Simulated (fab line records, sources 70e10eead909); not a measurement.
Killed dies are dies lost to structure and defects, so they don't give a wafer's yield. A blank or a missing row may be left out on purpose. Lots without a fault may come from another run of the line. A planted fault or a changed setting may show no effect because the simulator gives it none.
Chamber matching | flow nand_harc | NHARC_A_M0_ETCH_34 on rie_diel-10: 4 sister chambers
The step etches the open film in N2/H2, target depth 40 nm, overetch 12 nm, time 43.94 s. 16 wafers are shown with their chamber, then 8 later ones without.

WAFERS WITH THEIR CHAMBER
wafer  | chamber | showerhead_plenum_p_Torr (Torr) | drypump_motor_current_A (A) | rf_vpp_V (V)
L079.3 | 2       | 2.06                            | 5.9                         | 431.4
L079.4 | 0       | 2.02                            | 5.4                         | 428.8
L079.5 | 3       | 2.03                            | 6.3                         | 429.7
L081.1 | 1       | 2.17                            | 5.1                         | 433.7
L081.4 | 3       | 2.03                            | 6.3                         | 430.8
L081.5 | 2       | 2.06                            | 5.9                         | 431.4
L082.1 | 1       | 2.17                            | 5.1                         | 433.7
L082.5 | 2       | 2.06                            | 5.9                         | 431.8
L082.6 | 3       | 2.03                            | 6.3                         | 429.8
L085.2 | 2       | 2.06                            | 5.9                         | 430.9
L085.4 | 0       | 2.02                            | 5.4                         | 428.8
L085.6 | 1       | 2.17                            | 5.2                         | 433.7
L092.3 | 2       | 2.05                            | 5.9                         | 429.8
L092.4 | 3       | 2.03                            | 6.3                         | 430.3
L092.6 | 1       | 2.17                            | 5.2                         | 434.1
L094.2 | 2       | 2.05                            | 5.9                         | 430.7

SIGNATURES (means of the wafers above)
reading                  | chamber 0 | chamber 1 | chamber 2 | chamber 3 | scatter within a chamber
showerhead_plenum_p_Torr | 2.0200    | 2.1700    | 2.0567    | 2.0300    | 0.00333
drypump_motor_current_A  | 5.400     | 5.150     | 5.900     | 6.300     | 0.0289
rf_vpp_V                 | 428.800   | 433.800   | 431.000   | 430.150   | 0.532
Rule: a wafer's distance from a chamber is the root of the sum, over the readings, of the square of ((its reading less the chamber's mean) divided by the reading's scatter). The wafer belongs to the nearest chamber; if the next one is less than 2 further off, it can't be placed. The scatter: the root of (the sum of the squares of (reading less its chamber's mean) over the shown wafers, divided by (wafers less chambers)).

WAFERS WITHOUT THEIR CHAMBER
wafer  | showerhead_plenum_p_Torr (Torr) | drypump_motor_current_A (A) | rf_vpp_V (V)
L094.3 | 2.17                            | 5.2                         | 433.4
L094.4 | 2.17                            | 5.1                         | 433.8
L096.3 | 2.01                            | 5.4                         | 430.2
L096.4 | 2.01                            | 5.4                         | 431.2
L096.5 | 2.17                            | 5.1                         | 433.9
L097.3 | 2.17                            | 5.1                         | 434.1
L097.5 | 2.05                            | 5.9                         | 431.2
L097.6 | 2.03                            | 6.3                         | 430.4

WHICH CHAMBER EACH WENT THROUGH
wafer  | from the rows above | in truth
L094.3 | 1                   | 1
L094.4 | 1                   | 1
L096.3 | 0                   | 0
L096.4 | 0                   | 0
L096.5 | 1                   | 1
L097.3 | 1                   | 1
L097.5 | 2                   | 2
L097.6 | 3                   | 3
Placed correctly: 8 of 8. Can't be placed from these rows: 0. Placed wrongly: 0.
